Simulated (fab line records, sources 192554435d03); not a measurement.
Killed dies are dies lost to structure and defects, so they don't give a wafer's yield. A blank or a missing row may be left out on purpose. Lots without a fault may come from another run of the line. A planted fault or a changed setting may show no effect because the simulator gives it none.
Chamber matching | flow n5_finfet | N5_GATE_CUT_ALD_22 on ald_sin-01: 4 sister chambers
The step deposits SiNx, target thk 16 nm, pulse time 1 s, ald cycles 320. 4 wafers are shown with their chamber, then 9 later ones without.

WAFERS WITH THEIR CHAMBER
wafer  | chamber | heater_power_w (W)
L086.1 | 1       | 826
L087.3 | 2       | 910
L088.5 | 3       | 884
L088.6 | 0       | 949

WAFERS WITHOUT THEIR CHAMBER
wafer  | heater_power_w (W)
L089.2 | 960
L089.5 | 833
L089.6 | 955
L090.1 | 867
L090.3 | 859
L090.4 | 804
L093.1 | 862
L093.2 | 931
L093.4 | 887

WHICH CHAMBER EACH WENT THROUGH
wafer  | from the rows above          | in truth
L089.2 | 0                            | 0
L089.5 | 1                            | 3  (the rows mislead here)
L089.6 | 0                            | 0
L090.1 | can't be placed: 3 or 1 or 2 | 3
L090.3 | can't be placed: 3 or 1 or 2 | 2
L090.4 | 1                            | 1
L093.1 | can't be placed: 3 or 1 or 2 | 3
L093.2 | can't be placed: 0 or 2 or 3 | 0
L093.4 | can't be placed: 3 or 2      | 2
Placed correctly: 3 of 9. Can't be placed from these rows: 5 (the true chamber is among the candidates in 5). Placed wrongly: 1.
How it was worked out, from the rows above alone: a wafer's distance from a chamber is the root of the sum, over the readings, of the square of ((its reading less the chamber's mean) divided by the reading's scatter). The wafer belongs to the nearest chamber; if the next one is less than 2 further off, it can't be placed. A chamber's mean is the mean of its shown wafers. The scatter: with one shown wafer a chamber, the root of the mean of the squares of how far each hidden wafer lies from its nearest shown one.
